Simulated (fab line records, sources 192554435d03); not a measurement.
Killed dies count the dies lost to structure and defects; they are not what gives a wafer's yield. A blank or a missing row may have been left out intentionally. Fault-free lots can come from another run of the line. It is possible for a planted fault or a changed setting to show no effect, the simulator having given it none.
Chamber matching + flow n5_finfet + rie_diel-04 running N5_BEOL_M4_DESCUM_33: 4 sister chambers
The step chemistry O2, time 7 s. 4 wafers are shown with their chamber, then 9 later ones without.

WAFERS WITH THEIR CHAMBER
| wafer  | chamber | showerhead_plenum_p_Torr (Torr) |
|--------|---------|---------------------------------|
| L085.5 | 3       | 1.98                            |
| L088.1 | 0       | 2.06                            |
| L088.3 | 2       | 2.22                            |
| L088.4 | 1       | 2.06                            |

WAFERS WITH NO CHAMBER GIVEN
| wafer  | showerhead_plenum_p_Torr (Torr) |
|--------|---------------------------------|
| L091.1 | 2.06                            |
| L091.5 | 2.22                            |
| L091.6 | 2.06                            |
| L090.1 | 2.06                            |
| L090.3 | 1.98                            |
| L090.5 | 1.98                            |
| L092.1 | 2.06                            |
| L092.2 | 1.98                            |
| L092.3 | 2.21                            |

WHICH CHAMBER EACH ONE RAN IN
| wafer  | from the rows above     | in truth |
|--------|-------------------------|----------|
| L091.1 | can't be placed: 0 or 1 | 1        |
| L091.5 | 2                       | 2        |
| L091.6 | can't be placed: 0 or 1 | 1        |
| L090.1 | can't be placed: 0 or 1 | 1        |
| L090.3 | 3                       | 3        |
| L090.5 | 3                       | 3        |
| L092.1 | can't be placed: 0 or 1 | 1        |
| L092.2 | 3                       | 3        |
| L092.3 | 2                       | 2        |
Correctly placed: 5 of 9. From these rows, 4 cannot be placed; in 4 the true chamber is one of the candidates. Number placed wrongly: 0.
How it was worked out, from the rows above alone: a wafer's distance from a chamber is the root of the sum, over the readings, of the square of ((its reading less the chamber's mean) divided by the reading's scatter). If the next closest chamber is less than 2 further off than the closest, the wafer can't be placed; otherwise it belongs to the closest. Each chamber's mean is taken over the wafers shown for it. The scatter: root of mean squared gap, hidden wafer to nearest shown wafer, with one shown wafer a chamber.
